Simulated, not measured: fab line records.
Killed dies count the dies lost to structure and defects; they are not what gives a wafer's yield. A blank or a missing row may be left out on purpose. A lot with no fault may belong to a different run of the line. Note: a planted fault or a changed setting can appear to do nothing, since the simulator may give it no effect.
fab line records + flow nand-harc
record
- lots=14
- wafers=42
- last-day=33
route steps=1302 shown A_WL_FILL@982 A_CONTACT@983
lots that met no fault: taken from a fault-free run of the same line
start-h: the number of hours between the record's first day and the start of the first shown wafer of the lot + wait-h: hours from the lot's prior step to this one + " repeats the value in the row above + L1.1+2: one row covering several wafers at once + - no value, or no start given + * or withheld: withheld + < > ~ a bound
route shown NAME@n: NAME is a module with steps in the file, n the number in the route of the first one + usual: average and standard deviation across the fault-free wafers + same: alike in all rows + chamber/n: place in a boat + sites: the reading at each site + _std_site: standard deviation of those values + _edge_site: mean of outer sites minus mean of inner sites + radius-mm: how far each site lies from the wafer's centre + mask NAME#n: copy n + behind: the tool/chamber that last shaped the wafer + hold: cause of the lot's hold/its duration in hours/its outcome + device: the transistor (n, p or np) that didn't switch + end of line: at the end of the route, the tests of the same wafers + where a step has no rows: the recipe by itself + killed: not the wafer's yield, but the dies lost to structure and defects at the first sort + map: shows each die of a wafer: x if killed, . if not, _ if none is there
set.NAME: the setting the step ran with; set.NAME@STEP: the setting that earlier step ran with + model.NAME: the simulator's own value behind a step, which no gauge read
steps of the route over a sample of lots; a table a step, a row a wafer
services: when a tool's chamber went out of use (start-h, in hours from the record's first day, below 0 if earlier), for how many hours, and the reason
## steps
# step NHARC_A_WL_FILL_INSPECT_15
# usual
- raw-defect-count=456/110
| lot.wafer | tool              | chamber | start-h | wait-h | raw-defect-count |
|-----------|-------------------|---------|---------|--------|------------------|
| L626.1    | defect-inspect-01 | -       | 484.00  | 0.0    | 596              |
| L626.4    | "                 | -       | "       | "      | 735              |
| L626.5    | "                 | -       | "       | "      | 507              |
| L627.1    | defect-inspect-02 | -       | 492.50  | 0.0    | 488              |
| L627.4    | "                 | -       | "       | "      | 432              |
| L627.5    | "                 | -       | "       | "      | 464              |
| L631.1    | defect-inspect-02 | -       | 521.87  | 0.0    | 513              |
| L631.4    | "                 | -       | "       | "      | 359              |
| L631.6    | "                 | -       | "       | "      | 322              |
| L629.1    | defect-inspect-01 | -       | 525.01  | 0.0    | 473              |
| L629.3    | "                 | -       | "       | "      | 651              |
| L629.4    | "                 | -       | "       | "      | 414              |
| L633.2    | defect-inspect-01 | -       | 535.81  | 0.0    | 474              |
| L633.3    | "                 | -       | "       | "      | 463              |
| L633.6    | "                 | -       | "       | "      | 695              |
| L632.2    | defect-inspect-02 | -       | 545.51  | 0.0    | 690              |
| L632.4    | "                 | -       | "       | "      | 482              |
| L632.6    | "                 | -       | "       | "      | 617              |
| L636.1    | defect-inspect-02 | -       | 569.76  | 0.0    | 413              |
| L636.2    | "                 | -       | "       | "      | 461              |
| L636.6    | "                 | -       | "       | "      | 553              |
| L637.1    | defect-inspect-02 | -       | 602.35  | 0.0    | 355              |
| L637.3    | "                 | -       | "       | "      | 255              |
| L637.6    | "                 | -       | "       | "      | 498              |
| L642.2    | defect-inspect-02 | -       | 639.24  | 0.0    | 551              |
| L642.3    | "                 | -       | "       | "      | 455              |
| L642.6    | "                 | -       | "       | "      | 368              |
| L643.2    | defect-inspect-01 | -       | 639.38  | 0.0    | 578              |
| L643.3    | "                 | -       | "       | "      | 388              |
| L643.6    | "                 | -       | "       | "      | 412              |
| L645.1    | defect-inspect-02 | -       | 655.80  | 0.0    | 492              |
| L645.4    | "                 | -       | "       | "      | 473              |
| L645.5    | "                 | -       | "       | "      | 533              |
| L647.1    | defect-inspect-02 | -       | 683.89  | 0.0    | 526              |
| L647.2    | "                 | -       | "       | "      | 590              |
| L647.3    | "                 | -       | "       | "      | 488              |
| L648.1    | defect-inspect-01 | -       | 699.03  | 0.0    | 333              |
| L648.2    | "                 | -       | "       | "      | 306              |
| L648.6    | "                 | -       | "       | "      | 608              |
| L649.1    | defect-inspect-02 | -       | 709.78  | 0.0    | 271              |
| L649.3    | "                 | -       | "       | "      | 450              |
| L649.5    | "                 | -       | "       | "      | 322              |
# step NHARC_A_CONTACT_DEP_24
# recipe
- target-thk-a=5000
- temp-c=400
- pressure-torr=6.5
- rf-w=900
- teos-flow-sccm=161.4
- flow-sccm=2650
- target-thk-nm=500
- gas=O2
- material=SiO2
# usual
- heater-power-w=599/65
- rf-fwd-power-W=898.5/2.6
- throttle-valve-pct=16.1/0.53
| lot.wafer | tool     | chamber | start-h | wait-h | heater-power-w | rf-fwd-power-W | throttle-valve-pct |
|-----------|----------|---------|---------|--------|----------------|----------------|--------------------|
| L626.1    | pecvd-04 | 0       | 484.19  | 0.2    | 596            | 896.2          | 16.0               |
| L626.4    | "        | 1       | "       | "      | 612            | 898.1          | 16.0               |
| L626.5    | "        | 2       | "       | "      | 603            | 894.1          | 16.6               |
| L627.1    | pecvd-02 | 1       | 492.66  | 0.2    | 603            | 896.9          | 15.7               |
| L627.4    | "        | 1       | "       | "      | 630            | 895.7          | 15.5               |
| L627.5    | "        | 1       | "       | "      | 667            | 895.1          | 15.4               |
| L631.1    | pecvd-03 | 1       | 522.06  | 0.2    | 685            | 897.2          | 15.3               |
| L631.6    | "        | 0       | "       | "      | 550            | 894.8          | 16.8               |
| L631.4    | "        | 1       | "       | "      | 716            | 897.5          | 15.4               |
| L629.3    | pecvd-04 | 0       | 525.08  | 0.1    | 543            | 900.7          | 16.4               |
| L629.1    | "        | 2       | "       | "      | 597            | 897.7          | 16.7               |
| L629.4    | "        | 0       | "       | "      | 589            | 896.7          | 16.4               |
| L633.3    | pecvd-03 | 1       | 535.94  | 0.1    | 778            | 895.3          | 15.6               |
| L633.2    | "        | 2       | "       | "      | 444            | 895.3          | 16.1               |
| L633.6    | "        | 0       | "       | "      | 601            | 897.1          | 16.9               |
| L632.2    | pecvd-04 | 1       | 545.58  | 0.1    | 662            | 901.1          | 16.2               |
| L632.6    | "        | 2       | "       | "      | 588            | 894.2          | 16.4               |
| L632.4    | "        | 0       | "       | "      | 575            | 899.8          | 16.2               |
| L636.2    | pecvd-03 | 2       | 569.83  | 0.1    | 588            | 896.9          | 15.4               |
| L636.1    | "        | 0       | "       | "      | 622            | 898.6          | 16.5               |
| L636.6    | "        | 1       | "       | "      | 545            | 896.1          | 15.2               |
| L637.3    | pecvd-04 | 1       | 602.48  | 0.1    | 542            | 899.8          | 16.5               |
| L637.1    | "        | 2       | "       | "      | 585            | 898.3          | 16.8               |
| L637.6    | "        | 2       | "       | "      | 609            | 897.4          | 16.4               |
| L642.2    | pecvd-02 | 1       | 639.41  | 0.2    | 630            | 894.8          | 16.2               |
| L642.3    | "        | 2       | "       | "      | 730            | 897.6          | 15.7               |
| L642.6    | "        | 2       | "       | "      | 562            | 896.9          | 16.0               |
| L643.2    | pecvd-03 | 1       | 639.76  | 0.4    | 543            | 897.4          | 15.2               |
| L643.3    | "        | 0       | "       | "      | 522            | 900.6          | 16.9               |
| L643.6    | "        | 1       | "       | "      | 591            | 898.3          | 15.3               |
| L645.1    | pecvd-03 | 0       | 655.99  | 0.2    | 588            | 901.9          | 16.9               |
| L645.4    | "        | 1       | "       | "      | 551            | 901.4          | 15.3               |
| L645.5    | "        | 2       | "       | "      | 637            | 899.6          | 15.6               |
| L647.3    | pecvd-03 | 1       | 683.95  | 0.1    | 671            | 897.5          | 15.3               |
| L647.1    | "        | 2       | "       | "      | 542            | 907.0          | 15.6               |
| L647.2    | "        | 0       | "       | "      | 600            | 896.8          | 16.7               |
| L648.2    | pecvd-04 | 1       | 699.09  | 0.1    | 626            | 897.9          | 15.9               |
| L648.1    | "        | 2       | "       | "      | 597            | 899.7          | 16.1               |
| L648.6    | "        | 0       | "       | "      | 589            | 896.4          | 15.9               |
| L649.3    | pecvd-03 | 1       | 709.91  | 0.1    | 575            | 893.8          | 15.4               |
| L649.1    | "        | 2       | "       | "      | 578            | 902.3          | 15.6               |
| L649.5    | "        | 2       | "       | "      | 611            | 898.0          | 15.7               |
# step NHARC_A_CONTACT_ETCH_48
# recipe
- target-depth-a=390
- over-etch-frac=0.3
- time-s=65
- ion-energy-ev=80
- cf4-flow-sccm=150
- ar-flow-sccm=0
- rf-w=300
- bias-w=100
- chemistry=CF4
# usual
- drypump-motor-current-A=5.8/0.51
- mfc-ar-sccm=0.005/0.008
- oes-product-au=1.005/0.01
- rf-fwd-power-W=297.5/1
- rf-vpp-V=151.1/1.4
- run-length-s=86.1/0.42
- showerhead-plenum-p-Torr=1.75/0.091
- throttle-valve-pct=13.284/0.0095
# same
- over-etch-frac=0.3
| lot.wafer | tool        | chamber | start-h | wait-h | drypump-motor-current-A | mfc-ar-sccm | oes-product-au | rf-fwd-power-W | rf-hours-counter-h | rf-vpp-V | run-length-s | showerhead-plenum-p-Torr | throttle-valve-pct |
|-----------|-------------|---------|---------|--------|-------------------------|-------------|----------------|----------------|--------------------|----------|--------------|--------------------------|--------------------|
| L626.1    | rie-diel-05 | 3       | 490.32  | 0.1    | 5.4                     | 0.023       | 1.005          | 295.1          | 12                 | 150.2    | 86.1         | 1.68                     | 13.267             |
| L626.4    | "           | 2       | "       | "      | 6.4                     | 0           | 0.992          | 297.3          | 12                 | 149.9    | 86.1         | 1.65                     | 13.281             |
| L626.5    | "           | 0       | "       | "      | 6.1                     | 0           | 0.988          | 299.0          | -                  | 152.3    | 85.4         | 1.87                     | 13.288             |
| L627.4    | rie-diel-05 | 3       | 500.78  | 0.1    | 5.4                     | 0.023       | 1.003          | 296.0          | 14                 | 148.0    | 85.9         | 1.68                     | 13.283             |
| L627.1    | "           | 1       | "       | "      | 5.8                     | 0.008       | 0.998          | 297.0          | 14                 | 149.7    | 85.9         | 1.66                     | 13.300             |
| L627.5    | "           | 2       | "       | "      | 6.4                     | 0           | 0.980          | 298.8          | -                  | 150.4    | 86.1         | 1.64                     | 13.278             |
| L631.1    | rie-diel-06 | 0       | 528.09  | 0.1    | 6.3                     | 0           | 1.023          | 296.6          | 10                 | 152.4    | 85.5         | 1.79                     | 13.273             |
| L631.4    | "           | 1       | "       | "      | 6.0                     | 0.013       | 1.004          | 298.5          | 11                 | 151.1    | 86.1         | 1.67                     | 13.297             |
| L631.6    | "           | 3       | "       | "      | 5.3                     | 0           | 1.016          | 298.0          | -                  | 150.8    | 86.7         | 1.73                     | 13.278             |
| L629.3    | rie-diel-05 | 1       | 530.96  | 0.1    | 5.8                     | 0.008       | 1.002          | 297.0          | 19                 | 150.3    | 85.9         | 1.66                     | 13.279             |
| L629.4    | "           | 3       | "       | "      | 5.4                     | 0.023       | 0.986          | 296.0          | 19                 | 149.6    | 86.0         | 1.68                     | 13.292             |
| L629.1    | "           | 0       | "       | "      | 6.1                     | 0           | 0.993          | 297.2          | 18                 | 153.1    | 85.5         | 1.87                     | 13.271             |
| L633.2    | rie-diel-06 | 1       | 542.72  | 0.1    | 6.0                     | 0.013       | 1.015          | 297.7          | 17                 | 151.7    | 85.7         | 1.67                     | 13.286             |
| L633.3    | "           | 0       | "       | "      | 6.4                     | 0           | 1.011          | 295.9          | 16                 | 151.2    | 85.6         | 1.79                     | 13.281             |
| L633.6    | "           | 2       | "       | "      | 4.6                     | 0           | 1.012          | 298.4          | -                  | 150.8    | 86.2         | 1.78                     | 13.290             |
| L632.2    | rie-diel-05 | 1       | 552.48  | 0.1    | 5.8                     | 0.008       | 1.007          | 298.3          | 22                 | 149.7    | 86.5         | 1.66                     | 13.301             |
| L632.4    | "           | 3       | "       | "      | 5.4                     | 0.023       | 1.002          | 297.3          | 22                 | 149.4    | 85.8         | 1.68                     | 13.280             |
| L632.6    | "           | 0       | "       | "      | 6.1                     | 0           | 0.990          | 297.5          | -                  | 152.0    | 85.9         | 1.87                     | 13.299             |
| L636.2    | rie-diel-05 | 1       | 575.60  | 0.1    | 5.8                     | 0.008       | 1.010          | 298.3          | 25                 | 148.7    | 86.0         | 1.66                     | 13.286             |
| L636.1    | "           | 2       | "       | "      | 6.4                     | 0           | 1.000          | 297.1          | 25                 | 149.3    | 85.8         | 1.64                     | 13.299             |
| L636.6    | "           | 1       | "       | "      | 5.8                     | 0.008       | 1.008          | 297.0          | -                  | 149.6    | 85.8         | 1.66                     | 13.300             |
| L637.1    | rie-diel-05 | 2       | 608.14  | 0.1    | 6.4                     | 0           | 0.995          | 296.7          | 2                  | 152.4    | 86.0         | 1.91                     | 13.287             |
| L637.3    | "           | 0       | "       | "      | 6.1                     | 0           | 0.990          | 298.7          | 2                  | 152.2    | 86.2         | 1.86                     | 13.288             |
| L637.6    | "           | 1       | "       | "      | 5.8                     | 0.008       | 1.007          | 296.5          | -                  | 149.4    | 86.7         | 1.66                     | 13.290             |
| L642.2    | rie-diel-05 | 3       | 645.60  | 0.1    | 5.4                     | 0.023       | 1.017          | -              | 10                 | 148.4    | 68.1         | 1.68                     | 13.287             |
| L642.3    | "           | 1       | "       | "      | 5.8                     | 0.008       | 1.016          | -              | 13                 | 149.8    | 68.1         | 1.66                     | 13.269             |
| L642.6    | "           | 0       | "       | "      | 6.1                     | 0           | 0.997          | -              | -                  | 152.7    | 68.0         | 1.86                     | 13.268             |
| L643.2    | rie-diel-05 | 1       | 646.10  | 0.1    | 5.8                     | 0.008       | 1.001          | -              | 13                 | 150.3    | 68.0         | 1.66                     | 13.281             |
| L643.3    | "           | 3       | "       | "      | 5.4                     | 0.023       | 1.018          | -              | 10                 | 149.0    | 67.8         | 1.68                     | 13.292             |
| L643.6    | "           | 1       | "       | "      | 5.8                     | 0.008       | 1.006          | -              | -                  | 150.4    | 68.0         | 1.66                     | 13.272             |
| L645.1    | rie-diel-06 | 3       | 663.28  | 0.1    | 5.3                     | 0           | 1.030          | 297.7          | 60                 | 150.4    | 87.5         | 1.72                     | 13.284             |
| L645.4    | "           | 1       | "       | "      | 6.0                     | 0.013       | 1.025          | 298.3          | 63                 | 149.6    | 86.2         | 1.65                     | 13.277             |
| L645.5    | "           | 3       | "       | "      | 5.3                     | 0           | 1.018          | 297.3          | -                  | 151.5    | 87.4         | 1.72                     | 13.285             |
| L647.1    | rie-diel-06 | 3       | 689.70  | 0.1    | 5.3                     | 0           | 0.994          | 299.3          | 4                  | 151.1    | 87.5         | 1.72                     | 13.290             |
| L647.2    | "           | 0       | "       | "      | 6.4                     | 0           | 1.008          | 297.8          | 4                  | 151.6    | 86.1         | 1.78                     | 13.283             |
| L647.3    | "           | 1       | "       | "      | 6.0                     | 0.013       | 1.012          | 297.5          | 4                  | 150.4    | 85.9         | 1.65                     | 13.280             |
| L648.1    | rie-diel-10 | 3       | 705.43  | 0.1    | 5.0                     | 0           | 0.992          | 298.2          | 26                 | 150.0    | 86.1         | 1.77                     | 13.282             |
| L648.2    | "           | 0       | "       | "      | 5.6                     | 0           | 1.014          | 297.8          | 27                 | 152.4    | 86.3         | 1.90                     | 13.288             |
| L648.6    | "           | 2       | "       | "      | 5.9                     | 0           | 1.011          | 297.9          | -                  | 152.4    | 86.6         | 1.80                     | 13.291             |
| L649.3    | rie-diel-10 | 2       | 717.60  | 0.1    | 6.0                     | 0           | 1.010          | 297.3          | 32                 | 151.7    | 86.8         | 1.80                     | 13.290             |
| L649.1    | "           | 0       | "       | "      | 5.6                     | 0           | 1.012          | 297.4          | 30                 | 152.7    | 86.3         | 1.90                     | 13.283             |
| L649.5    | "           | 1       | "       | "      | 6.5                     | 0           | 1.018          | 297.7          | -                  | 150.6    | 86.5         | 1.73                     | 13.297             |
# step NHARC_A_CONTACT_ETCH_114
# recipe
- source-w=withheld
- pressure-mtorr=20
- bias-v=3000
- time-s=190
- target-depth-a=18500
- ar-flow-sccm=withheld
- c4f8-flow-sccm=withheld
- o2-flow-sccm=withheld
- chemistry=C4F8/O2/Ar
# usual
- run-length-s=190/0
| lot.wafer | tool            | chamber | start-h | wait-h | rf-hours-counter-h | run-length-s |
|-----------|-----------------|---------|---------|--------|--------------------|--------------|
| L626.1    | har-cap-etch-01 | 1       | 492.83  | 0.2    | 127                | 190          |
| L626.4    | "               | 0       | "       | "      | -                  | 190          |
| L626.5    | "               | 1       | "       | "      | -                  | 190          |
| L627.1    | har-cap-etch-03 | 1       | 503.05  | 0.1    | 43                 | 190          |
| L627.4    | "               | 1       | "       | "      | -                  | 190          |
| L627.5    | "               | 0       | "       | "      | -                  | 190          |
| L631.1    | har-cap-etch-01 | 0       | 530.39  | 0.1    | 2                  | 190          |
| L631.4    | "               | 1       | "       | "      | -                  | 190          |
| L631.6    | "               | 1       | "       | "      | -                  | 190          |
| L629.1    | har-cap-etch-02 | 1       | 533.23  | 0.1    | 89                 | 190          |
| L629.3    | "               | 1       | "       | "      | -                  | 190          |
| L629.4    | "               | 0       | "       | "      | -                  | 190          |
| L633.2    | har-cap-etch-03 | 0       | 545.02  | 0.1    | 51                 | 190          |
| L633.3    | "               | 1       | "       | "      | -                  | 190          |
| L633.6    | "               | 1       | "       | "      | -                  | 190          |
| L632.2    | har-cap-etch-03 | 0       | 554.78  | 0.1    | 53                 | 190          |
| L632.4    | "               | 1       | "       | "      | -                  | 190          |
| L632.6    | "               | 0       | "       | "      | -                  | 190          |
| L636.1    | har-cap-etch-01 | 1       | 577.89  | 0.1    | 12                 | 190          |
| L636.2    | "               | 0       | "       | "      | 12                 | 190          |
| L636.6    | "               | 1       | "       | "      | -                  | 190          |
| L637.1    | har-cap-etch-01 | 1       | 610.44  | 0.1    | 17                 | 190          |
| L637.3    | "               | 0       | "       | "      | -                  | 190          |
| L637.6    | "               | 1       | "       | "      | -                  | 190          |
| L642.2    | har-cap-etch-02 | 1       | 647.92  | 0.1    | 110                | 190          |
| L642.3    | "               | 1       | "       | "      | -                  | 190          |
| L642.6    | "               | 0       | "       | "      | -                  | 190          |
| L643.2    | har-cap-etch-03 | 1       | 649.19  | 0.1    | 71                 | 190          |
| L643.3    | "               | 1       | "       | "      | -                  | 190          |
| L643.6    | "               | 0       | "       | "      | -                  | 190          |
| L645.1    | har-cap-etch-01 | 0       | 665.61  | 0.1    | 28                 | 190          |
| L645.4    | "               | 0       | "       | "      | -                  | 190          |
| L645.5    | "               | 1       | "       | "      | -                  | 190          |
| L647.2    | har-cap-etch-03 | 0       | 691.98  | 0.1    | 80                 | 190          |
| L647.1    | "               | 1       | "       | "      | 80                 | 190          |
| L647.3    | "               | 1       | "       | "      | -                  | 190          |
| L648.2    | har-cap-etch-02 | 1       | 707.70  | 0.1    | 121                | 190          |
| L648.1    | "               | 0       | "       | "      | 121                | 190          |
| L648.6    | "               | 1       | "       | "      | -                  | 190          |
| L649.1    | har-cap-etch-01 | 1       | 719.87  | 0.1    | 37                 | 190          |
| L649.3    | "               | 0       | "       | "      | -                  | 190          |
| L649.5    | "               | 1       | "       | "      | -                  | 190          |
## services
| tool            | chamber | start-h | hours | kind   |
|-----------------|---------|---------|-------|--------|
| rie-diel-05     | 0       | 464.65  | -     | clean  |
| rie-diel-05     | 1       | 464.65  | -     | clean  |
| rie-diel-05     | 2       | 464.65  | -     | clean  |
| rie-diel-05     | 3       | 464.65  | -     | clean  |
| rie-diel-06     | 0       | 474.62  | 15.1  | repair |
| pecvd-02        | 2       | 476.53  | 45.7  | repair |
| rie-diel-06     | -       | 486.56  | 9.0   | pm     |
| rie-diel-05     | 0       | 489.15  | -     | clean  |
| rie-diel-05     | 1       | 489.15  | -     | clean  |
| har-cap-etch-01 | -       | 497.00  | 17.0  | pm     |
| pecvd-03        | -       | 547.56  | 13.0  | pm     |
| rie-diel-06     | 3       | 557.88  | 3.3   | repair |
| har-cap-etch-03 | -       | 577.37  | 0.2   | repair |
| rie-diel-05     | -       | 583.65  | 9.0   | pm     |
| pecvd-02        | -       | 589.73  | 13.0  | pm     |
| rie-diel-10     | -       | 596.69  | 9.0   | pm     |
| rie-diel-06     | 0       | 602.96  | 9.3   | repair |
| har-cap-etch-02 | -       | 610.61  | 0.9   | repair |
| rie-diel-05     | 0       | 617.74  | 2.8   | repair |
| har-cap-etch-02 | -       | 623.70  | 0.3   | repair |
| pecvd-04        | -       | 631.00  | 13.0  | pm     |
| rie-diel-06     | 1       | 636.48  | 1.5   | repair |
| rie-diel-06     | -       | 663.58  | 9.0   | pm     |
| rie-diel-06     | 0       | 695.97  | 2.9   | repair |
## key
first-sign
- step=NHARC_A_CONTACT_ETCH_48
- reading=run-length-s
- direction=down
- sigmas=44
- usual=*
- struck=*
effect none on later readings
met-at NHARC_A_CONTACT_ETCH_48
struck-lots L642,L643
sort-left-out L642.2,L642.3,L642.6,L643.2,L643.3,L643.6
tester-left-out L642,L643
not-acting-at NHARC_A_WL_FILL_INSPECT_15,NHARC_A_CONTACT_DEP_24,NHARC_A_CONTACT_ETCH_114
onset-between 608.14 645.60
fault
- kind=process-parameter-drift
- tool=rie-diel-05
- chamber=-
- onset-h=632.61
- steps=NHARC_A_CONTACT_ETCH_48
- channel=time-s
- offset=*
- shape=step
- acts-in=*
- stated=*
# tester-left-out: of these lots the tester's yield and bins aren't shown, on N5 and GAA mostly nor the transistor test; their killed dies are dies lost to structure and defects alone, not to doping, threshold or leakage, so they don't give the yield
# sort-left-out: the simulated sort isn't trusted on such a fault, so these wafers' sort isn't shown, and their yield isn't known
